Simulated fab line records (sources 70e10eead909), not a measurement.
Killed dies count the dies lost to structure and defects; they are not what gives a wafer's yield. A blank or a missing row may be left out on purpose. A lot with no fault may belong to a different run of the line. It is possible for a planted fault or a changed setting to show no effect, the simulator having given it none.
Chamber matching + flow nand_harc + cmp-04 running NHARC_A_STAIRCASE_CMP_450: 4 sister chambers
The step polishes SiO2, target thk 200 nm. 4 wafers are shown with their chamber, then 11 later ones without.

EACH WAFER AND ITS CHAMBER
| wafer  | chamber | motor_current_A (A) |
|--------|---------|---------------------|
| L088.3 | 1       | 12.0                |
| L088.6 | 0       | 10.0                |
| L092.5 | 3       | 10.0                |
| L094.4 | 2       | 10.4                |

WAFERS WITHOUT THEIR CHAMBER
| wafer  | motor_current_A (A) |
|--------|---------------------|
| L094.5 | 10.9                |
| L094.6 | 9.6                 |
| L094.1 | 13.2                |
| L094.2 | 9.6                 |
| L094.3 | 10.5                |
| L097.1 | 10.6                |
| L097.4 | 9.4                 |
| L097.5 | 10.5                |
| L097.2 | 11.1                |
| L097.3 | 13.0                |
| L097.6 | 13.2                |

WHICH CHAMBER EACH WENT THROUGH
| wafer  | from the rows above               | in truth |
|--------|-----------------------------------|----------|
| L094.5 | can't be placed: 2 or 0 or 3 or 1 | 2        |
| L094.6 | can't be placed: 0 or 3 or 2      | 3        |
| L094.1 | 1                                 | 1        |
| L094.2 | can't be placed: 0 or 3 or 2      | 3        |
| L094.3 | can't be placed: 2 or 0 or 3      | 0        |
| L097.1 | can't be placed: 2 or 0 or 3 or 1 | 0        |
| L097.4 | can't be placed: 0 or 3 or 2      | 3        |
| L097.5 | can't be placed: 2 or 0 or 3      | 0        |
| L097.2 | can't be placed: 2 or 1 or 0 or 3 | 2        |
| L097.3 | 1                                 | 1        |
| L097.6 | 1                                 | 1        |
3 of 11 placed correctly. From these rows, 8 cannot be placed; in 8 the true chamber is one of the candidates. Wrongly placed: 0.
How it was worked out, from the rows above alone: a wafer's distance from a chamber is the root of the sum, over the readings, of the square of ((its reading less the chamber's mean) divided by the reading's scatter). If the next closest chamber is less than 2 further off than the closest, the wafer can't be placed; otherwise it belongs to the closest. Each chamber's mean is taken over the wafers shown for it. The scatter: with one shown wafer a chamber, the root of the mean of the squares of how far each hidden wafer lies from its nearest shown one.
